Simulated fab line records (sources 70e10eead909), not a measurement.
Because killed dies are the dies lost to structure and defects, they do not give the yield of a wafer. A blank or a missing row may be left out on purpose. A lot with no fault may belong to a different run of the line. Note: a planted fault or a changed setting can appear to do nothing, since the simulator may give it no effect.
A struck lot beside a sound one    flow nandHarc    15 steps out of a route of 1302
Sound: the wafers L664.1, L664.4, L664.5. Struck: wafer L685.4 (L685.1, L685.3, from the same lot, were not struck and are left out); the cause is given at the end.
Each step with rows lists, per side, the tool, then ch with its chambers, then its first start. Under that, the readings that differ: sound wafers    struck wafers    difference of the means    sigmas: that difference in standard deviations of wafers without a fault.
alike: readings whose means differ by less than 2 such deviations, and words and numbers that are the same on both sides. not compared: withheld readings, readings that some wafer has no value for, bounds like >300 that may hide the same value, and numbers for which the record gives no deviation and whose values overlap.
Wherever a step has rows on one side only, a row that says differs or no value, or a row with sigmas, the two part there. Numbers that don't overlap but have no deviation are shown without sigmas and don't part them. A reading missing from all wafers of one side parts the sides only when that side holds two or more wafers.

first, 4 steps without rows for these wafers: NHARC_P_BONDPAD_EBR_05; NHARC_P_BONDPAD_EXPOSE_06 (exposes mask P BPAD); NHARC_P_BONDPAD_PEB_07 (peb time 80 s); NHARC_P_BONDPAD_DEVELOP_08 (time 50 s).
NHARC_P_BONDPAD_CD_MEAS_09: the cd target is 500 nm.
  sound on cdSem-01 ch 0, day 6 11:08; struck on cdSem-01 ch 0, day 15 18:17
  alike: cdNm
NHARC_P_BONDPAD_OVL_MEAS_38:
  sound on overlay-01 at day 6 11:14; struck on overlay-02 at day 15 18:23
  alike: overlayXNm, overlayYNm
then, 1 step without rows for these wafers: NHARC_P_BONDPAD_HARDBAKE_10 (time 65 s).
NHARC_P_BONDPAD_DESCUM_11: chemistry O2, time 3 s.
  sound on rieDiel-12 ch 0,2, day 6 11:22; struck on rieDiel-12 ch 0, day 15 18:30
  alike: drypumpMotorCurrentA, oesProductAu, rfVppV, showerheadPlenumPTorr, throttleValvePct
  not compared: rfHoursCounterH
NHARC_P_BONDPAD_ETCH_37: etches the open film in N2/H2, target depth 60 nm, overetch 18 nm, time 65.91 s.
  sound on rieDiel-12 ch 1,2, day 6 11:26; struck on rieDiel-12 ch 0, day 15 18:37
reading                       sound              struck  difference  sigmas
rfVppV (V)                    433.7 435.6 434.6  428.1   -6.5        -3
showerheadPlenumPTorr (Torr)  2.14 2.17 2.14     1.98    -0.17       -2
  alike: drypumpMotorCurrentA, oesProductAu, throttleValvePct
  not compared: rfHoursCounterH
NHARC_P_BONDPAD_ETCH_12: etches the open film in CHF3/O2, target depth 200 nm, time 100 s.
  sound: rieDiel-12 ch 0,1,3; struck: rieDiel-12 ch 0
reading               sound                 struck  difference  sigmas
oesProductAu (a.u.)   0.977 0.958 0.942     0.909   -0.050      -2
throttleValvePct (%)  20.572 20.588 20.592  20.555  -0.029      -3
  alike: drypumpMotorCurrentA, rfVppV, showerheadPlenumPTorr
  not compared: rfHoursCounterH
NHARC_P_BONDPAD_CD_MEAS_13:
  sound on cdSem-01 at day 6 11:40; struck on cdSem-03 at day 15 18:52
  alike: cdNm
NHARC_P_BONDPAD_STRIP_15: strips in O2.
  sound on rieDiel-10 ch 2,3, day 6 11:46; struck on rieDiel-10 ch 2, day 15 18:56
  alike: drypumpMotorCurrentA, oesProductAu, rfVppV, showerheadPlenumPTorr, throttleValvePct
  not compared: rfHoursCounterH
NHARC_P_BONDPAD_ETCH_24: etches the open film in CF4/N2, target depth 30 nm, time 72.99 s.
  sound on rieDiel-10 ch 0,1,3, day 6 11:54; struck on rieDiel-10 ch 0, day 15 19:06
reading              sound              struck  difference  sigmas
oesProductAu (a.u.)  0.997 1.010 1.006  0.870   -0.134      -11
  alike: drypumpMotorCurrentA, rfVppV, showerheadPlenumPTorr, throttleValvePct
  not compared: rfHoursCounterH
then, 1 step without rows for these wafers: NHARC_P_BONDPAD_STRIP_16 (strips in post etch residue remover, time 600 s).
-- jump in the record: it breaks off in module P_BONDPAD and resumes in module END (first step shown: number 1302 of the route), and 18 days separate the struck wafers' starts before and after --
NHARC_END_SORT_01:
  sound on prober-01 ch 0, day 26 00:49; struck on prober-01 ch 0, day 33 20:22
reading     sound  struck  difference  sigmas
killedOpen  6 1 1  7       +4          +2
  alike: defectLimitedYield, killedAtArray, killedAtOther, killedAtPeriphery, killedDies, killedShort, sort_bin_2_pct, sort_bin_3_pct, sort_bin_4_pct, sortNPass, sortRimYieldPct, sortYieldPct

WHERE THEY PART
At NHARC_P_BONDPAD_ETCH_37 first; at NHARC_END_SORT_01 last (within this record only).

WHY: what had been put in by the simulator
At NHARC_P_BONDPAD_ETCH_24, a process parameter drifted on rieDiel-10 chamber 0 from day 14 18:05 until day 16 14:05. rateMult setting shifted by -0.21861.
